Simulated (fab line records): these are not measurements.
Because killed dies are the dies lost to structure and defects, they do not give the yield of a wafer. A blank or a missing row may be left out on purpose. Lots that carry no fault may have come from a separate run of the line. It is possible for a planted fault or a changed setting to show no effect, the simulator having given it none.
Chamber matching | flow nand_harc | NHARC_P_M0_CMP_23 on cmp-02: 4 sister chambers
The step polishes, t overpolish 20 s, target thk 117.54 nm. 8 wafers are shown with their chamber, then 8 later ones without.

## WAFERS, EACH WITH ITS CHAMBER
wafer  | chamber | motor_current_A (A) | time_to_endpoint_s (s)
L076.2 | 1       | 13.5                | 26
L078.2 | 1       | 13.7                | 29
L080.1 | 3       | 11.6                | 27
L080.2 | 2       | 10.7                | 32
L080.5 | 3       | 10.8                | 29
L085.1 | 2       | 10.7                | 34
L085.6 | 0       | 10.4                | 28
L091.2 | 0       | 10.8                | 29

## WAFERS WITHOUT THEIR CHAMBER
wafer  | motor_current_A (A) | time_to_endpoint_s (s)
L091.3 | 11.5                | 31
L091.6 | 10.7                | 30
L096.1 | 11.0                | 38
L096.3 | 13.6                | 30
L096.5 | 13.2                | 34
L097.2 | 10.2                | 28
L097.3 | 10.6                | 30
L097.4 | 11.3                | 38

## CHAMBER TAKEN BY EACH
wafer  | from the rows above          | in truth
L091.3 | can't be placed: 3 or 2 or 0 | 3
L091.6 | can't be placed: 0 or 2 or 3 | 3
L096.1 | 2                            | 2
L096.3 | 1                            | 1
L096.5 | 1                            | 1
L097.2 | can't be placed: 0 or 3      | 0
L097.3 | can't be placed: 0 or 2 or 3 | 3
L097.4 | 2                            | 2
Placed correctly: 4 of 8. From these rows, 4 cannot be placed; in 4 the true chamber is one of the candidates. Placed wrongly: 0.
How it was worked out, from the rows above alone: a wafer's distance from a chamber is the root of the sum, over the readings, of the square of ((its reading less the chamber's mean) divided by the reading's scatter). If the next closest chamber is less than 2 further off than the closest, the wafer can't be placed; otherwise it belongs to the closest. Each chamber's mean is taken over the wafers shown for it. The scatter: take each reading less its chamber's mean, square it, sum over the shown wafers, divide by the number of wafers less the number of chambers, and take the root.
